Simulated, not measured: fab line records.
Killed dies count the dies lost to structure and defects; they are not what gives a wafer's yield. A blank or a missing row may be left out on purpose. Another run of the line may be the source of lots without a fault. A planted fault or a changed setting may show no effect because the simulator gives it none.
Code-filled problem report in 8D (eight disciplines) form + flow nandHarc + the parts of the form that need people (team, actions taken, sign-off) are left out

## 1. THE ISSUE
Mean of oesProductAu at NHARC_THIN_TSV_ETCH_59: 0.927 a.u. across 3 wafers in 2 lots; on wafers with no fault it is 0.997 a.u. (standard deviation 0.011). Relative to the usual mean, that is a shift of -6.4 standard deviations.
The step: etches the open film in Cl2/BCl3, target depth 880 nm, time 138.1 s.
First observed at day 21 03:19: wafer L512.2, on rieMetal-02. Wafers with a number at this step in the record: 42, from 14 lots. Rule for "out" (also "out of limits"): further than 4 standard deviations from the usual mean. The other wafers with a number count as sound.

## 2. WHAT IT IS; WHAT IT IS NOT
| question                    | is                     | is not                                                                                             |
|-----------------------------|------------------------|----------------------------------------------------------------------------------------------------|
| which readings at this step | oesProductAu           | drypumpMotorCurrentA, throttleValvePct                                                             |
| which lots                  | L512, L513             | L502, L503, L504, L506, L508, L509, L510, L511, L515, L517, L522, L523                             |
| which wafers of those lots  | L512.2, L512.4, L513.2 | L512.1, L513.1, L513.3                                                                             |
| read on which tools         | rieMetal-02            | rieMetal-01, rieMetal-03                                                                           |
| when                        | from day 21 03:19      | up to then (22 sound wafers); but 17 sound wafers of L511, L513, L515, L517, L522, L523 came after |

## 3. THE SUSPECTS, EACH WITH WHAT RULES IT OUT
Counting: any tool at a process step up to the reading remains a suspect provided it ran every lot that is out. Sound lots after the first of them don't rule it out here, since some wafers of a struck lot are sound.
- pecvd-04 at NHARC_A_M1_DEP_33 (deposits SiCN, target thk 30 nm): kept. Ran every lot that is out, first one L512 (day 20 03:07); last sound lot up to then L510 (day 19 19:24).
- rieDiel-08 at NHARC_A_BONDPAD_ETCH_24 (etches the open film in CF4/N2, target depth 30 nm, time 72.99 s): kept. Ran every lot that is out, first one L512 (day 21 03:19); last sound lot up to then L504 (day 19 07:58). Because NHARC_A_BONDPAD_ETCH_24 lacks a start for some lots, the hours and order of its lots are taken from NHARC_THIN_TSV_ETCH_59.
- rieMetal-02 at NHARC_THIN_TSV_ETCH_59 (etches the open film in Cl2/BCl3, target depth 880 nm, time 138.1 s): kept. Ran every lot that is out, first one L512 (day 21 03:19); last sound lot up to then L509 (day 20 21:48). Its own oesProductAu readings are out on those wafers.
Still standing after the count: pecvd-04 at NHARC_A_M1_DEP_33, rieDiel-08 at NHARC_A_BONDPAD_ETCH_24, rieMetal-02 at NHARC_THIN_TSV_ETCH_59.

## 4. THE CAUSE (what the simulator had put in)
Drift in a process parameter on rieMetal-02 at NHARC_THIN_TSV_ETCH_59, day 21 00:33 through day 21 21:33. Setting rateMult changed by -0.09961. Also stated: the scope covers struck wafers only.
Counting left 3 suspects, and this tool is among them.

## 5. THE EFFECT CHAIN, in route order
Each row: a reading whose mean over the struck wafers that have a number lies more than 3 standard deviations from the usual. Scope: only readings with a usual standard deviation given in the record; hours: median across lots of the time from each lot's start at the first step in this table that gives one to its start at this step; sigmas: change in usual standard deviations.
| hours | step                   | reading      | usual      | on struck wafers | change | sigmas |
|-------|------------------------|--------------|------------|------------------|--------|--------|
| 0     | NHARC_THIN_TSV_ETCH_59 | oesProductAu | 0.997 a.u. | 0.927            | -0.070 | -6.4   |
It contains these process steps:
- NHARC_THIN_TSV_ETCH_59: etches the open film in Cl2/BCl3, target depth 880 nm, time 138.1 s.

## 6. HOW IT WOULD HAVE BEEN CAUGHT EARLIER
In this record the first reading out of limits was taken at day 21 03:19, 3 hours after the fault began at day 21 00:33.
